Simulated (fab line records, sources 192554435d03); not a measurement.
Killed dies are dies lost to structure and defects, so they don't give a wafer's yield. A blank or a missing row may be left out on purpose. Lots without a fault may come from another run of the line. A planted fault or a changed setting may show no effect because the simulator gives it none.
fab line records | flow n5_finfet
record lots=5 wafers=15 last_day=17
route steps=1938 shown BEOL_M9@1431
lots that met no fault: from a run of the same line without faults
start_h: hours from the record's first day to the start of the lot's first wafer shown | wait_h: hours since the lot's step before | " the same as in the row above | L1.1+2: a row that stands for several wafers | - no value, or no start given | * or withheld: withheld | < > ~ a bound
route shown NAME@n: a module of which the file shows steps, and the number in the route of the first | usual: mean/standard deviation of fault-free wafers | same: alike in all rows | chamber/n: place in a boat | sites: the reading at each site | _std_site: their standard deviation | _edge_site: outer sites' mean less inner sites' | radius_mm: how far each site lies from the wafer's centre | mask NAME#n: copy n | behind: the tool/chamber that last shaped the wafer | hold: why the lot was held/for how many hours/how that ended | device: the transistor (n, p or np) that didn't switch | end of line: the same wafers' tests at the end of the route | a step without rows: its recipe alone | killed: dies lost to structure and defects at the first sort, not the wafer's yield | map: a wafer's dies, x killed, . not, _ none there
set.NAME: the setting as run; set.NAME@STEP: as run at that earlier step | model.NAME: the simulator's own value behind a step, which no gauge read
lots at some steps of the route; a table a step, a row a wafer
services: from which hour (start_h, from the record's first day; less than 0 if before it) a tool's chamber was out of use, for how many hours, and why
## steps
# step N5_BEOL_M9_EXPOSE_25
# recipe mask_id=V8 na=0.33 source_shape=annular sigma_inner=0.4 sigma_outer=0.8 polarization=unpolarized dose_mj=37.25
# step N5_BEOL_M9_PEB_26
# recipe peb_temp_c=100 peb_time_s=60 resist=CAR-EUV
# step N5_BEOL_M9_DEVELOP_27
# recipe develop_time_s=30 developer=TMAH resist=CAR-EUV rinse_liquid=surfactant_rinse dry=air_spin dev_temp_c=23
# step N5_BEOL_M9_CD_MEAS_28
# recipe target_cd_nm=70 landing_energy_ev=500 detector=se_inlens polarity=opening
# usual cd_nm=70.01/0.26
# columns lot.wafer tool chamber start_h wait_h cd_nm
L816.3 cd_sem-03 0 224.47 - 70.58
L816.4 " 0 " " 69.97
L816.6 " 0 " " 69.74
L825.2 cd_sem-02 0 258.27 - 70.26
L825.4 " 0 " " 70.53
L825.5 " 0 " " 70.17
L824.1 cd_sem-03 0 274.13 - 69.77
L824.3 " 0 " " 70.28
L824.4 " 0 " " 70.41
L837.2 cd_sem-02 0 339.80 - 69.87
L837.5 " 0 " " 70.25
L837.6 " 0 " " 70.17
L838.2 cd_sem-02 0 346.10 - 70.44
L838.4 " 0 " " 69.96
L838.5 " 0 " " 69.69
# step N5_BEOL_M9_OVL_MEAS_29
# recipe points_per_wafer=522
# usual V8_OVL=-0.1/0.66
# columns lot.wafer tool chamber start_h wait_h V8_OVL[nm]
L816.3 overlay-01 0 224.54 0.1 0.0
L816.4 " 0 " " 0.6
L816.6 " 0 " " 1.6
L825.2 overlay-01 0 258.31 0.0 0.3
L825.4 " 0 " " 0.7
L825.5 " 0 " " -0.2
L824.1 overlay-02 0 274.16 0.0 -0.4
L824.3 " 0 " " 0.0
L824.4 " 0 " " 0.4
L837.2 overlay-02 0 339.84 0.0 0.8
L837.5 " 0 " " -0.3
L837.6 " 0 " " -0.2
L838.2 overlay-01 0 346.14 0.0 -0.8
L838.4 " 0 " " -0.7
L838.5 " 0 " " -0.2
# step N5_BEOL_M9_INSPECT_30
# recipe mode=adi inspect_instrument=brightfield
# usual raw_defect_count=405/82
# columns lot.wafer tool chamber start_h wait_h raw_defect_count
L816.3 defect_inspect-01 - 224.59 0.0 356
L816.4 " - " " 316
L816.6 " - " " 444
L825.2 defect_inspect-02 - 258.36 0.0 416
L825.4 " - " " 326
L825.5 " - " " 333
L824.1 defect_inspect-02 - 274.22 0.1 512
L824.3 " - " " 404
L824.4 " - " " 443
L837.2 defect_inspect-01 - 339.89 0.0 314
L837.5 " - " " 265
L837.6 " - " " 334
L838.2 defect_inspect-01 - 346.19 0.0 346
L838.4 " - " " 463
L838.5 " - " " 353
# step N5_BEOL_M9_DESCUM_33
# recipe chemistry=O2 time_s=7 source_power_w=50 bias_power_w=20 pressure_mtorr=20 rf_frequency_hz=2.712e+07 temp_c=40 resist=CAR-EUV o2_flow_sccm=225
# usual drypump_motor_current_A=5.7/0.43 oes_product_au=0.80/0.07 rf_vpp_V=243.3/1.4 showerhead_plenum_p_Torr=2.11/0.082 throttle_valve_pct=20.43/0.2
# columns lot.wafer tool chamber start_h wait_h drypump_motor_current_A oes_product_au rf_hours_counter_h rf_vpp_V showerhead_plenum_p_Torr throttle_valve_pct
L816.3 rie_diel-05 0 224.62 0.0 6.4 0.85 62 241.7 2.04 20.66
L816.4 " 1 " " 5.3 0.86 68 244.7 2.21 20.22
L816.6 " 3 " " 5.3 0.70 - 241.6 2.06 20.32
L825.2 rie_diel-05 0 258.39 0.0 6.3 0.83 74 241.7 2.04 20.68
L825.4 " 0 " " 6.3 0.83 - 240.9 2.04 20.69
L825.5 " 1 " " 5.3 0.83 - 246.6 2.21 20.26
L824.1 rie_diel-05 2 274.25 0.0 5.5 0.82 101 243.9 2.20 20.40
L824.3 " 0 " " 6.3 0.83 81 241.3 2.03 20.70
L824.4 " 3 " " 5.3 0.99 1 242.6 2.06 19.99
L837.2 rie_diel-03 2 340.41 0.5 6.2 0.79 119 242.6 2.10 20.25
L837.5 " 3 " " 6.1 0.85 - 244.4 2.21 20.53
L837.6 " 2 " " 6.2 0.80 - 242.3 2.10 20.26
L838.2 rie_diel-04 3 346.23 0.0 6.0 0.71 193 240.9 1.99 20.38
L838.4 " 2 " " 4.7 0.71 214 244.3 2.15 20.24
L838.5 " 3 " " 6.0 0.72 - 242.7 1.99 20.40
# step N5_BEOL_M9_ETCH_76
# recipe chemistry=N2/H2 target=underlayer target_depth_a=65 mask_material=CAR-EUV time_s=5.2 ion_energy_ev=200 pressure_mtorr=30 source_w=840 bias_w=150 n2_flow_sccm=200 h2_flow_sccm=200 ends=cleared
# usual drypump_motor_current_A=5.7/0.43 etch_rf_on_time_s=5.19/0.093 oes_product_au=0.68/0.06 rf_vpp_V=524.5/3 showerhead_plenum_p_Torr=2.56/0.1 throttle_valve_pct=17.89/0.22
# columns lot.wafer tool chamber start_h wait_h drypump_motor_current_A etch_rf_on_time_s oes_product_au rf_hours_counter_h rf_vpp_V showerhead_plenum_p_Torr throttle_valve_pct
L816.3 rie_diel-05 0 224.66 0.0 6.3 5.15 0.72 62 522.0 2.48 18.16
L816.4 " 1 " " 5.3 5.05 0.73 68 527.3 2.69 17.66
L816.6 " 3 " " 5.4 5.32 0.59 - 521.3 2.50 17.80
L825.2 rie_diel-05 0 258.43 0.0 6.3 5.08 0.72 74 522.2 2.47 18.18
L825.4 " 0 " " 6.3 5.10 0.71 - 522.1 2.47 18.18
L825.5 " 1 " " 5.3 5.04 0.72 - 526.2 2.68 17.66
L824.1 rie_diel-05 2 274.29 0.0 5.5 5.21 0.70 101 527.1 2.67 17.92
L824.3 " 0 " " 6.3 5.15 0.71 81 520.2 2.47 18.18
L824.4 " 3 " " 5.4 5.25 0.83 1 521.9 2.50 17.43
L837.2 rie_diel-03 2 340.45 0.0 6.2 5.28 0.67 119 524.5 2.56 17.66
L837.5 " 3 " " 6.1 5.18 0.73 - 527.7 2.69 18.10
L837.6 " 2 " " 6.2 5.36 0.66 - 521.3 2.56 17.68
L838.2 rie_diel-04 3 346.26 0.0 6.0 5.23 0.60 193 522.5 2.42 17.89
L838.4 " 2 " " 4.8 5.26 0.60 214 525.3 2.63 17.72
L838.5 " 3 " " 6.0 5.29 0.61 - 521.0 2.42 17.91
# step N5_BEOL_M9_ETCH_65
# recipe chemistry=CF4 target=SiARC target_depth_a=156 mask_material=CAR-EUV time_s=26 ion_energy_ev=80 pressure_mtorr=40 source_w=545 bias_w=36 Ar_flow_sccm=100 cf4_flow_sccm=100 ends=cleared
# usual cf4_flow_sccm=100.1/0.32 drypump_motor_current_A=5.7/0.43 etch_rf_on_time_s=25.8/0.47 oes_product_au=0.68/0.061 rf_vpp_V=184.3/1.3 showerhead_plenum_p_Torr=2.16/0.079 throttle_valve_pct=15.61/0.19
# columns lot.wafer tool chamber start_h wait_h cf4_flow_sccm drypump_motor_current_A etch_rf_on_time_s oes_product_au rf_hours_counter_h rf_vpp_V showerhead_plenum_p_Torr throttle_valve_pct
L816.3 rie_diel-05 0 224.68 0.0 99.8 6.3 25.1 0.74 62 183.0 2.09 15.78
L816.4 " 1 " " 100.0 5.3 24.9 0.74 68 184.8 2.26 15.38
L816.6 " 3 " " 99.9 5.3 26.0 0.59 - 184.8 2.12 15.64
L825.2 rie_diel-05 0 258.44 0.0 100.1 6.3 25.8 0.71 74 182.8 2.08 15.78
L825.4 " 0 " " 99.8 6.3 25.7 0.72 - 183.9 2.08 15.81
L825.5 " 1 " " 100.2 5.3 25.3 0.73 - 183.6 2.25 15.41
L824.1 rie_diel-05 2 274.31 0.0 100.1 5.4 25.8 0.70 101 185.8 2.24 15.49
L824.3 " 0 " " 100.0 6.3 25.5 0.71 81 181.9 2.08 15.81
L824.4 " 3 " " 99.9 5.3 26.3 0.84 1 184.3 2.11 15.18
L837.2 rie_diel-03 2 340.46 0.0 100.3 6.2 26.1 0.67 119 184.6 2.16 15.52
L837.5 " 3 " " 100.0 6.0 25.5 0.73 - 185.3 2.26 15.76
L837.6 " 2 " " 100.2 6.2 26.3 0.67 - 184.3 2.16 15.52
L838.2 rie_diel-04 3 346.28 0.0 100.0 6.0 25.4 0.62 193 181.9 2.05 15.67
L838.4 " 2 " " 100.6 4.8 26.2 0.60 214 186.3 2.21 15.54
L838.5 " 3 " " 99.9 6.0 25.5 0.62 - 181.9 2.05 15.67
# step N5_BEOL_M9_ETCH_66
# recipe chemistry=N2/H2 target=SOC target_depth_a=800 overetch_a=160 mask_material=SiARC temp_c=40 time_s=120 ion_energy_ev=200 pressure_mtorr=30 source_w=840 bias_w=150 n2_flow_sccm=200 h2_flow_sccm=200
# usual drypump_motor_current_A=5.7/0.43 oes_product_au=0.61/0.051 rf_vpp_V=524.4/2.9 showerhead_plenum_p_Torr=2.56/0.1 throttle_valve_pct=17.85/0.22
# columns lot.wafer tool chamber start_h wait_h drypump_motor_current_A oes_product_au rf_hours_counter_h rf_vpp_V showerhead_plenum_p_Torr throttle_valve_pct
L816.3 rie_diel-05 0 224.70 0.0 6.3 0.64 62 521.4 2.48 18.12
L816.4 " 1 " " 5.3 0.65 68 526.8 2.69 17.59
L816.6 " 3 " " 5.4 0.54 - 522.0 2.50 17.77
L825.2 rie_diel-05 0 258.47 0.0 6.3 0.64 74 523.9 2.47 18.13
L825.4 " 0 " " 6.3 0.64 - 521.3 2.47 18.15
L825.5 " 1 " " 5.4 0.64 - 528.2 2.68 17.63
L824.1 rie_diel-05 2 274.33 0.0 5.5 0.63 101 527.3 2.67 17.89
L824.3 " 0 " " 6.4 0.63 81 521.2 2.47 18.15
L824.4 " 3 " " 5.3 0.76 1 521.7 2.50 17.35
L837.2 rie_diel-03 2 340.49 0.0 6.1 0.61 119 524.7 2.56 17.63
L837.5 " 3 " " 6.0 0.64 - 528.2 2.69 18.06
L837.6 " 2 " " 6.2 0.61 - 522.3 2.56 17.63
L838.2 rie_diel-04 3 346.31 0.0 6.0 0.55 194 520.2 2.42 17.87
L838.4 " 2 " " 4.8 0.54 214 526.4 2.63 17.71
L838.5 " 3 " " 6.0 0.55 - 521.6 2.42 17.85
# step N5_BEOL_M9_STRIP_69
# recipe chemistry=N2/H2 temp_c=40 n2_flow_sccm=200 h2_flow_sccm=200 rf_frequency_hz=6e+07
# step N5_BEOL_M9_STRIP_77
# recipe chemistry=N2/H2 temp_c=40 n2_flow_sccm=200 h2_flow_sccm=200 rf_frequency_hz=6e+07
# step N5_BEOL_M9_VIA_ETCH_34
# recipe chemistry=C4F6/O2 target=SiCOH_lowk target_depth_a=1824 mask_material=SOC taper_deg=4 time_s=68.4 ion_energy_ev=250 pressure_mtorr=30 source_w=345 bias_w=185 Ar_flow_sccm=300 C4F6_flow_sccm=10 O2_flow_sccm=10
# usual C4F6_flow_sccm=9.998/0.029 drypump_motor_current_A=5.7/0.43 oes_product_au=0.80/0.07 rf_vpp_V=662/6.3 showerhead_plenum_p_Torr=2.87/0.11 throttle_valve_pct=20.91/0.21
# columns lot.wafer tool chamber start_h wait_h C4F6_flow_sccm drypump_motor_current_A oes_product_au rf_hours_counter_h rf_vpp_V showerhead_plenum_p_Torr throttle_valve_pct model.etch.depth_nm model.SOC_of_BEOL_M9_COAT_63.thk_nm
L816.3 rie_diel-05 0 224.80 0.0 10.091 6.3 0.85 62 666 2.78 21.15 186.9 50.6
L816.4 " 1 " " 10.008 5.3 0.85 68 661 3.00 20.70 187.4 50.8
L816.6 " 3 " " 10.017 5.3 0.70 - 660 2.81 20.86 180.3 51
L825.2 rie_diel-05 0 258.57 0.0 10.048 6.3 0.84 74 667 2.77 21.18 186 51
L825.4 " 0 " " 10.024 6.3 0.84 - 665 2.77 21.17 185.9 51
L825.5 " 1 " " 9.948 5.3 0.84 - 660 2.99 20.71 186.4 50.8
L824.1 rie_diel-05 2 274.43 0.0 9.982 5.4 0.82 101 669 2.97 20.81 183.3 50.8
L824.3 " 0 " " 9.999 6.3 0.84 81 666 2.77 21.18 187 50.4
L824.4 " 3 " " 10.038 5.3 1.35 1 659 2.81 20.59 289.2 45.4
L837.2 rie_diel-03 2 340.59 0.0 9.985 6.2 0.78 119 667 2.86 20.74 178.9 51.2
L837.5 " 3 " " 10.017 6.0 0.84 - 664 3.01 21.12 183 50.6
L837.6 " 2 " " 9.981 6.2 0.78 - 665 2.86 20.74 178.4 51
L838.2 rie_diel-04 3 346.41 0.0 10.000 6.0 0.72 194 650 2.71 20.83 182.2 51
L838.4 " 2 " " 10.018 4.8 0.70 214 662 2.93 20.76 178.5 51.2
L838.5 " 3 " " 10.001 6.0 0.71 - 650 2.71 20.84 180.6 51
# step N5_BEOL_M9_STRIP_73
# recipe chemistry=C4F6/O2 resist=SiARC rf_frequency_hz=6e+07
## services
# columns tool chamber start_h hours kind
rie_diel-04 3 210.71 1.6 repair
rie_diel-05 3 242.10 - clean
rie_diel-05 3 242.10 - consumable_replace:focus_ring
rie_diel-05 3 242.10 27.1 scheduled_down
rie_diel-05 3 242.10 27.1 vent_cycle
rie_diel-05 1 245.40 1.7 repair
rie_diel-04 2 270.32 2.7 repair
rie_diel-04 2 293.38 3.7 repair
## key
first_sign step=N5_BEOL_M9_VIA_ETCH_34 reading=oes_product_au direction=up sigmas=7.8 usual=0.80 struck=1.35
effect none on later readings
model_effect step=N5_BEOL_M9_VIA_ETCH_34 value=etch.depth_nm without=180.8 struck=289.2
met_at N5_BEOL_M9_VIA_ETCH_34
struck_wafers L824.4
onset_between 258.57 274.43
fault kind=process_parameter_drift tool=rie_diel-05 chamber=- onset_h=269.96 steps=N5_BEOL_M9_VIA_ETCH_34 channel=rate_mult offset=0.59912 shape=step end_h=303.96 scope=struck_wafers_only
